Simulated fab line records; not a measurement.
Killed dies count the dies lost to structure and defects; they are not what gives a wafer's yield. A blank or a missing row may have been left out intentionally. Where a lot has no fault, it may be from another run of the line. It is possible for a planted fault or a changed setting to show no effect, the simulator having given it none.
fab line records -- flow nand_harc
record lots=15, wafers=45, last_day=33
route steps=1302 shown A_ONON_D1@447 A_CHANNEL_HOLE_D1@469
lots that met no fault: taken from a fault-free run of the same line
start_h: start of the lot's first displayed wafer, in hours after the record's first day -- wait_h: time in hours since the lot's previous step -- " repeats the value in the row above -- L1.1+2: a row that stands for several wafers -- - no value, or no start given -- * or withheld: withheld -- < > ~ a bound
route shown NAME@n: NAME is a module with steps in the file, n the number in the route of the first one -- usual: mean and standard deviation over wafers with no fault -- same: alike in all rows -- chamber/n: place in a boat -- sites: per-site readings -- _std_site: how widely they spread, as a standard deviation -- _edge_site: the outer-site mean with the inner-site mean subtracted -- radius_mm: how far each site lies from the wafer's centre -- mask NAME#n: copy n -- behind: the tool/chamber that last shaped the wafer -- hold: why the lot was held/for how many hours/how that ended -- device: names the non-switching transistor (n, p or np) -- end of line: tests run on the same wafers once the route is complete -- a step given without rows: its recipe and nothing more -- killed: not the wafer's yield, but the dies lost to structure and defects at the first sort -- map: the dies of a wafer, with x for killed, . for not killed, _ for no die there
set.NAME: the setting the step ran with; set.NAME@STEP: the setting that earlier step ran with -- model.NAME: the simulator's own value behind a step, which no gauge read
route steps across a sampled set of lots; one table per step, one row per wafer
services: from which hour (start_h, from the record's first day; less than 0 if before it) a tool's chamber was out of use, for how many hours, and why
## steps
# step NHARC_A_ONON_D1_THK_MEAS_34
# recipe thk_meas_gauge=ellipsometry
# usual thk_nm=199/3.6
lot.wafer,tool,chamber,start_h,wait_h,thk_nm
L251.2,film_metro-01,-,169.47,-,200
L251.3,film_metro-01,-,169.47,-,198
L251.6,film_metro-01,-,169.47,-,197
L252.3,film_metro-02,-,179.23,-,200
L252.4,film_metro-02,-,179.23,-,203
L252.6,film_metro-02,-,179.23,-,206
L254.1,film_metro-01,-,201.11,-,201
L254.4,film_metro-01,-,201.11,-,199
L254.5,film_metro-01,-,201.11,-,204
L255.1,film_metro-01,-,227.00,-,198
L255.3,film_metro-01,-,227.00,-,197
L255.5,film_metro-01,-,227.00,-,204
L257.1,film_metro-01,-,243.48,0.4,188
L257.2,film_metro-01,-,243.48,0.4,196
L257.5,film_metro-01,-,243.48,0.4,195
L259.1,film_metro-02,-,256.88,-,196
L259.3,film_metro-02,-,256.88,-,199
L259.6,film_metro-02,-,256.88,-,202
L260.2,film_metro-02,-,274.48,-,200
L260.3,film_metro-02,-,274.48,-,204
L260.4,film_metro-02,-,274.48,-,201
L261.1,film_metro-02,-,279.55,-,195
L261.2,film_metro-02,-,279.55,-,192
L261.6,film_metro-02,-,279.55,-,194
L262.3,film_metro-01,-,287.74,-,194
L262.4,film_metro-01,-,287.74,-,200
L262.5,film_metro-01,-,287.74,-,197
L264.1,film_metro-01,-,300.04,-,198
L264.5,film_metro-01,-,300.04,-,201
L264.6,film_metro-01,-,300.04,-,201
L270.2,film_metro-01,-,360.04,-,204
L270.4,film_metro-01,-,360.04,-,202
L270.6,film_metro-01,-,360.04,-,209
L269.2,film_metro-02,-,360.06,-,197
L269.3,film_metro-02,-,360.06,-,199
L269.4,film_metro-02,-,360.06,-,201
L272.2,film_metro-02,-,395.06,-,197
L272.5,film_metro-02,-,395.06,-,198
L272.6,film_metro-02,-,395.06,-,201
L273.1,film_metro-02,-,404.46,-,197
L273.3,film_metro-02,-,404.46,-,196
L273.6,film_metro-02,-,404.46,-,200
L274.1,film_metro-01,-,409.08,-,201
L274.2,film_metro-01,-,409.08,-,200
L274.3,film_metro-01,-,409.08,-,198
# step NHARC_A_CHANNEL_HOLE_D1_ETCH_16
# recipe target_depth_a=31000, over_etch_frac=0.3, time_s=806, ion_energy_ev=150, o2_flow_sccm=400, cos_flow_sccm=20, ar_flow_sccm=0, rf_w=500, bias_w=300, chemistry=O2/COS
# usual bias_w=299.9/0.82, chamber_pressure_mTorr=19.998/0.017, drypump_motor_current_A=5.8/0.4, oes_product_au=1.001/0.011, rf_vpp_V=313.4/2.4, showerhead_plenum_p_Torr=3.07/0.15, throttle_valve_pct=28.331/0.009
lot.wafer,tool,chamber,start_h,wait_h,bias_w,chamber_pressure_mTorr,drypump_motor_current_A,oes_product_au,rf_hours_counter_h,rf_vpp_V,showerhead_plenum_p_Torr,throttle_valve_pct
L251.3,rie_diel-04,0,-,-,300.6,19.999,5.3,0.992,58,316.5,3.27,28.325
L251.2,rie_diel-04,2,-,-,300.1,20.025,4.8,0.998,57,314.5,3.20,28.332
L251.6,rie_diel-04,1,-,-,299.5,19.954,6.0,1.013,-,311.1,2.92,28.338
L252.4,rie_diel-06,1,-,-,299.9,19.992,5.9,0.996,5,313.7,2.98,28.345
L252.3,rie_diel-06,3,-,-,301.2,19.973,6.0,1.008,5,311.0,2.93,28.342
L252.6,rie_diel-06,1,-,-,299.7,19.983,5.9,0.997,-,311.0,2.98,28.331
L254.4,rie_diel-04,3,-,-,298.8,19.987,5.6,0.977,3,318.7,3.37,28.342
L254.1,rie_diel-04,0,-,-,299.5,20.006,5.3,0.988,4,315.2,3.27,28.322
L254.5,rie_diel-04,3,-,-,299.6,20.044,5.6,0.970,-,319.7,3.37,28.319
L255.3,rie_diel-06,1,-,-,299.7,19.993,5.9,0.992,8,312.0,2.98,28.334
L255.1,rie_diel-06,2,-,-,301.3,19.984,5.8,1.003,9,316.4,3.25,28.330
L255.5,rie_diel-06,1,-,-,300.4,19.991,5.9,0.985,-,311.4,2.98,28.337
L257.1,rie_diel-06,0,-,-,299.7,19.978,6.4,0.994,9,312.2,2.95,28.316
L257.2,rie_diel-06,1,-,-,299.1,20.013,5.9,0.979,10,311.7,2.98,28.327
L257.5,rie_diel-06,2,-,-,300.7,19.972,5.8,0.996,-,317.1,3.25,28.347
L259.3,rie_diel-06,3,-,-,299.8,19.985,6.1,0.999,11,311.0,2.93,28.324
L259.1,rie_diel-06,0,-,-,301.0,20.025,6.4,1.004,10,311.0,2.95,28.340
L259.6,rie_diel-06,1,-,-,300.0,19.964,5.9,0.980,-,311.5,2.98,28.319
L260.3,rie_diel-06,3,-,-,298.5,19.979,6.1,1.016,13,310.8,2.93,28.317
L260.2,rie_diel-06,0,-,-,299.8,19.996,6.4,1.007,12,311.2,2.95,28.324
L260.4,rie_diel-06,1,-,-,300.0,20.004,5.9,0.991,13,312.5,2.98,28.328
L261.1,rie_diel-04,1,-,-,299.1,20.009,6.0,1.003,24,309.7,2.91,28.344
L261.2,rie_diel-04,2,-,-,299.3,19.979,4.8,1.007,26,314.3,3.19,28.324
L261.6,rie_diel-04,1,-,-,300.0,20.011,6.0,1.010,-,310.7,2.91,28.319
L262.4,rie_diel-06,3,-,-,299.0,19.981,6.0,1.014,15,312.5,2.93,28.335
L262.3,rie_diel-06,0,-,-,299.6,19.978,6.4,0.998,13,310.3,2.95,28.333
L262.5,rie_diel-06,2,-,-,300.3,19.983,5.8,1.018,-,316.9,3.25,28.331
L264.1,rie_diel-06,2,-,-,300.0,20.011,5.8,1.000,17,317.8,3.25,28.318
L264.5,rie_diel-06,2,-,-,299.4,20.003,5.8,1.005,-,315.3,3.25,28.330
L264.6,rie_diel-06,3,-,-,300.2,19.964,6.1,0.996,-,311.2,2.92,28.330
L270.2,rie_diel-06,1,-,-,299.5,19.974,5.9,0.998,4,311.5,2.97,28.331
L270.4,rie_diel-06,3,-,-,298.2,19.995,6.0,1.010,3,312.1,2.92,28.324
L270.6,rie_diel-06,1,-,-,299.5,19.999,5.9,1.006,-,312.5,2.97,28.338
L269.4,rie_diel-02,1,-,-,299.0,19.980,5.7,0.989,51,309.8,2.89,28.329
L269.3,rie_diel-02,2,-,-,299.7,19.981,5.3,1.000,52,311.8,3.08,28.335
L269.2,rie_diel-02,3,-,-,300.1,19.976,5.1,0.984,48,314.4,3.11,28.333
L272.2,rie_diel-06,3,-,-,300.0,20.006,6.0,1.009,6,310.4,2.92,28.336
L272.6,rie_diel-06,2,-,-,299.3,20.030,5.8,1.014,-,314.4,3.24,28.330
L272.5,rie_diel-06,3,-,-,301.5,20.021,6.1,1.018,-,312.1,2.92,28.343
L273.1,rie_diel-04,0,-,-,299.6,20.005,5.3,0.987,9,315.3,3.24,28.325
L273.3,rie_diel-04,2,-,-,300.5,20.017,4.8,0.998,11,313.9,3.17,28.334
L273.6,rie_diel-04,2,-,-,300.1,19.994,4.8,0.999,-,313.9,3.17,28.334
L274.2,rie_diel-06,1,-,-,299.9,19.995,5.9,1.007,7,312.6,2.97,28.329
L274.1,rie_diel-06,2,-,-,299.7,20.007,5.8,1.017,7,314.7,3.24,28.316
L274.3,rie_diel-06,3,-,-,299.7,20.020,6.1,1.005,7,310.9,2.92,28.316
# step NHARC_A_CHANNEL_HOLE_D1_ETCH_19
# recipe bias_v=1200, source_w=2500, pressure_mtorr=15, time_s=34.5, ar_flow_sccm=375, c4f8_flow_sccm=28.8, o2_flow_sccm=96.2, temp_c=-20, target_depth_a=*, chemistry=C4F8/O2/Ar
# usual bias_v=1200/12, c4f8_flow_sccm=28.80/0.08, drypump_motor_current_A=5.46/0.29, showerhead_plenum_p_Torr=3.67/0.099, throttle_valve_pct=37.038/0.0088
lot.wafer,tool,chamber,start_h,wait_h,bias_v,c4f8_flow_sccm,drypump_motor_current_A,rf_hours_counter_h,showerhead_plenum_p_Torr,throttle_valve_pct
L251.2,har_etch-02,1,173.70,0.1,1225,28.74,5.71,295,3.81,37.024
L251.3,har_etch-02,1,173.70,0.1,1202,28.92,5.72,-,3.81,37.027
L251.6,har_etch-02,0,173.70,0.1,1189,28.87,5.22,-,3.68,37.037
L252.4,har_etch-02,1,186.39,2.2,1176,28.71,5.67,-,3.81,37.048
L252.3,har_etch-02,0,186.39,2.2,1194,28.85,5.22,-,3.67,37.039
L252.6,har_etch-02,0,186.39,2.2,1168,28.78,5.22,-,3.67,37.048
L254.1,har_etch-02,0,208.20,1.9,1201,28.79,5.23,303,3.67,37.038
L254.4,har_etch-02,0,208.20,1.9,1199,28.79,5.23,-,3.67,37.042
L254.5,har_etch-02,0,208.20,1.9,1199,28.81,5.21,-,3.67,37.040
L255.1,har_etch-01,0,233.91,0.1,1195,28.81,5.13,115,3.68,37.036
L255.3,har_etch-01,0,233.91,0.1,1193,28.88,5.14,-,3.68,37.026
L255.5,har_etch-01,0,233.91,0.1,1189,28.82,5.13,-,3.68,37.040
L257.2,har_etch-01,1,247.67,0.1,1207,28.92,5.80,122,3.59,37.030
L257.1,har_etch-01,0,247.67,0.1,1202,28.83,5.13,122,3.68,37.051
L257.5,har_etch-01,0,247.67,0.1,1205,28.72,5.13,-,3.68,37.043
L259.1,har_etch-01,1,263.68,0.1,1198,28.75,5.81,126,3.59,37.020
L259.3,har_etch-01,0,263.68,0.1,1202,28.67,5.12,-,3.67,37.023
L259.6,har_etch-01,1,263.68,0.1,1217,28.88,5.81,-,3.59,37.044
L260.2,har_etch-02,1,278.57,0.1,-,-,-,-,-,-
L260.3,har_etch-02,0,278.57,0.1,-,-,-,-,-,-
L260.4,har_etch-02,1,278.57,0.1,-,-,-,-,-,-
L261.1,har_etch-02,1,286.85,2.8,-,-,-,-,-,-
L261.2,har_etch-02,0,286.85,2.8,-,-,-,-,-,-
L261.6,har_etch-02,0,286.85,2.8,-,-,-,-,-,-
L262.4,har_etch-01,0,291.80,0.1,-,-,-,-,-,-
L262.3,har_etch-01,1,291.80,0.1,-,-,-,-,-,-
L262.5,har_etch-01,1,291.80,0.1,-,-,-,-,-,-
L264.1,har_etch-01,0,304.17,0.1,1219,28.87,5.13,161,3.65,37.023
L264.5,har_etch-01,0,304.17,0.1,1215,28.82,5.12,-,3.65,37.038
L264.6,har_etch-01,1,304.17,0.1,1197,28.86,5.80,-,3.57,37.030
L270.2,har_etch-02,1,370.54,2.0,1220,28.78,5.67,405,3.75,37.041
L270.4,har_etch-02,0,370.54,2.0,1189,28.82,5.22,-,3.62,37.058
L270.6,har_etch-02,0,370.54,2.0,1208,28.81,5.23,-,3.62,37.037
L269.2,har_etch-01,1,371.09,2.2,1199,28.84,5.79,195,3.55,37.045
L269.3,har_etch-01,0,371.09,2.2,1187,28.66,5.12,-,3.63,37.036
L269.4,har_etch-01,1,371.09,2.2,1194,28.84,5.80,-,3.55,37.036
L272.2,har_etch-02,0,401.35,0.1,1191,28.97,5.23,4,3.98,37.033
L272.5,har_etch-02,1,401.35,0.1,1205,28.91,5.71,-,3.74,37.039
L272.6,har_etch-02,0,401.35,0.1,1204,29.01,5.22,-,3.98,37.041
L273.1,har_etch-01,1,408.75,0.1,1191,28.78,5.80,222,3.53,37.038
L273.3,har_etch-01,1,408.75,0.1,1205,28.74,5.80,-,3.53,37.027
L273.6,har_etch-01,1,408.75,0.1,1228,28.90,5.80,-,3.53,37.044
L274.2,har_etch-02,1,415.30,2.1,1210,28.78,5.68,15,3.74,37.039
L274.1,har_etch-02,0,415.30,2.1,1203,28.84,5.19,15,3.98,37.043
L274.3,har_etch-02,0,415.30,2.1,1185,28.87,5.23,-,3.98,37.029
# step NHARC_A_CHANNEL_HOLE_D1_ETCH_23
# recipe bias_v=5000, source_w=withheld, pressure_mtorr=20, time_s=819, ar_flow_sccm=375, c4f8_flow_sccm=89.3, o2_flow_sccm=35.7, temp_c=-20, target_depth_a=16000, chemistry=C4F8/O2/Ar
# usual c4f8_flow_sccm=89.36/0.26, chamber_pressure_mTorr=19.998/0.017, drypump_motor_current_A=5.46/0.29, showerhead_plenum_p_Torr=3.63/0.095, throttle_valve_pct=32.155/0.0096
lot.wafer,tool,chamber,start_h,wait_h,c4f8_flow_sccm,chamber_pressure_mTorr,drypump_motor_current_A,rf_hours_counter_h,showerhead_plenum_p_Torr,throttle_valve_pct
L251.2,har_etch-02,1,175.22,0.5,89.23,19.968,5.71,296,3.77,32.162
L251.3,har_etch-02,1,175.22,0.5,89.40,20.017,5.66,-,3.77,32.151
L251.6,har_etch-02,0,175.22,0.5,89.23,20.039,5.23,-,3.64,32.153
L252.4,har_etch-02,1,188.02,0.5,89.20,20.008,5.69,-,3.76,32.147
L252.3,har_etch-02,0,188.02,0.5,89.32,19.978,5.20,-,3.63,32.165
L252.6,har_etch-02,0,188.02,0.5,89.48,19.999,5.21,-,3.63,32.161
L254.1,har_etch-02,0,209.63,0.5,88.97,20.014,5.23,304,3.63,32.159
L254.4,har_etch-02,0,209.63,0.5,89.25,19.984,5.22,-,3.63,32.157
L254.5,har_etch-02,0,209.63,0.5,89.19,20.019,5.20,-,3.63,32.157
L255.1,har_etch-01,0,235.35,0.5,89.04,19.988,5.12,116,3.64,32.136
L255.3,har_etch-01,0,235.35,0.5,88.87,19.974,5.12,-,3.64,32.134
L255.5,har_etch-01,0,235.35,0.5,89.16,20.002,5.11,-,3.64,32.160
L257.2,har_etch-01,1,249.10,0.5,89.14,19.997,5.80,124,3.55,32.160
L257.1,har_etch-01,0,249.10,0.5,89.48,19.956,5.13,124,3.63,32.155
L257.5,har_etch-01,0,249.10,0.5,89.70,19.984,5.13,-,3.63,32.152
L259.1,har_etch-01,1,265.12,0.5,89.44,20.008,5.80,128,3.55,32.158
L259.3,har_etch-01,0,265.12,0.5,89.26,19.976,5.13,-,3.63,32.165
L259.6,har_etch-01,1,265.12,0.5,89.34,20.021,5.79,-,3.55,32.150
L260.2,har_etch-02,1,280.09,0.5,89.29,19.992,5.69,357,3.73,32.151
L260.3,har_etch-02,0,280.09,0.5,89.25,20.000,5.22,-,3.61,32.165
L260.4,har_etch-02,1,280.09,0.5,89.13,20.015,5.67,-,3.73,32.175
L262.4,har_etch-01,0,293.43,0.5,88.97,20.017,5.12,-,3.62,32.180
L262.3,har_etch-01,1,293.43,0.5,89.34,19.998,5.80,-,3.54,32.173
L262.5,har_etch-01,1,293.43,0.5,89.80,19.982,5.80,-,3.54,32.150
L261.1,har_etch-02,1,294.20,0.5,89.60,19.995,5.73,365,3.73,32.146
L261.2,har_etch-02,0,294.20,0.5,89.22,20.002,5.21,350,3.60,32.154
L261.6,har_etch-02,0,294.20,0.5,89.33,20.016,5.22,-,3.60,32.164
L264.1,har_etch-01,0,305.61,0.5,89.59,19.981,5.13,162,3.61,32.173
L264.5,har_etch-01,0,305.61,0.5,89.79,20.023,5.13,-,3.61,32.155
L264.6,har_etch-01,1,305.61,0.5,89.67,20.006,5.80,-,3.53,32.155
L270.2,har_etch-02,1,372.07,0.5,89.10,20.000,5.72,406,3.71,32.149
L270.4,har_etch-02,0,372.07,0.5,89.52,19.985,5.23,-,3.58,32.150
L270.6,har_etch-02,0,372.07,0.5,89.11,20.002,5.23,-,3.58,32.148
L269.2,har_etch-01,1,372.63,0.5,89.21,20.013,5.79,197,3.51,32.158
L269.3,har_etch-01,0,372.63,0.5,88.98,19.981,5.13,-,3.60,32.142
L269.4,har_etch-01,1,372.63,0.5,89.15,20.002,5.81,-,3.51,32.161
L272.2,har_etch-02,0,402.90,0.5,88.44,20.018,5.21,5,3.93,32.165
L272.5,har_etch-02,1,402.90,0.5,89.12,19.993,5.69,-,3.70,32.153
L272.6,har_etch-02,0,402.90,0.5,89.14,19.950,5.20,-,3.93,32.152
L273.1,har_etch-01,1,410.29,0.5,89.18,19.999,5.82,224,3.50,32.156
L273.3,har_etch-01,1,410.29,0.5,89.43,19.975,5.80,-,3.50,32.162
L273.6,har_etch-01,1,410.29,0.5,89.15,19.993,5.81,-,3.50,32.143
L274.2,har_etch-02,1,416.74,0.5,89.16,20.015,5.67,17,3.69,32.162
L274.1,har_etch-02,0,416.74,0.5,89.48,20.020,5.24,17,3.92,32.145
L274.3,har_etch-02,0,416.74,0.5,88.98,19.999,5.23,-,3.92,32.158
## services
tool,chamber,start_h,hours,kind
har_etch-02,0,150.69,-,consumable_replace:focus_ring
har_etch-02,0,150.69,17.0,scheduled_down
har_etch-02,0,150.69,17.0,vent_cycle
rie_diel-06,0,167.20,8.6,repair
rie_diel-04,-,178.05,9.0,pm
rie_diel-02,1,178.38,5.0,repair
rie_diel-04,0,206.95,14.8,repair
rie_diel-02,-,217.62,9.0,pm
rie_diel-04,3,220.18,7.9,repair
rie_diel-02,-,254.62,0.6,repair
rie_diel-04,1,287.23,1.5,repair
rie_diel-04,-,295.55,0.4,repair
rie_diel-06,-,307.23,9.0,pm
rie_diel-02,0,319.48,10.2,repair
rie_diel-04,-,355.05,9.0,pm
rie_diel-04,1,373.40,9.3,repair
rie_diel-02,2,377.30,7.1,repair
har_etch-02,-,378.86,17.0,pm
har_etch-02,0,378.86,17.0,vent_cycle
har_etch-02,1,378.86,17.0,vent_cycle
rie_diel-02,-,394.62,9.0,pm
har_etch-02,0,395.86,-,clean
har_etch-02,0,395.86,-,consumable_replace:focus_ring
har_etch-02,0,395.86,-,consumable_replace:showerhead
## key
first_sign step=NHARC_A_CHANNEL_HOLE_D1_ETCH_19, reading=tool_record, direction=missing
effect none on later readings
met_at NHARC_A_CHANNEL_HOLE_D1_ETCH_19
struck_lots L260,L261,L262
later_rows_left_out L260.2,L260.3,L260.4,L261.1,L261.2,L261.6,L262.3,L262.4,L262.5
sort_left_out L260.2,L260.3,L260.4,L261.1,L261.2,L261.6,L262.3,L262.4,L262.5
tester_left_out L260,L261,L262
not_acting_at NHARC_A_ONON_D1_THK_MEAS_34,NHARC_A_CHANNEL_HOLE_D1_ETCH_16,NHARC_A_CHANNEL_HOLE_D1_ETCH_23
onset_between 263.68 278.57
fault kind=skipped_step_whole, tool=har_etch-01,har_etch-02, chamber=-, onset_h=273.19, steps=NHARC_A_CHANNEL_HOLE_D1_ETCH_19, scope=struck_lots_only
# tester_left_out: of these lots the tester's yield and bins aren't shown, on N5 and GAA mostly nor the transistor test; their killed dies are dies lost to structure and defects alone, not to doping, threshold or leakage, so they don't give the yield
# sort_left_out: the simulated sort isn't trusted on such a fault, so these wafers' sort isn't shown, and their yield isn't known
# later_rows_left_out: the simulator's readings of these wafers behind a module that went badly wrong aren't trusted and aren't shown, but for the sort
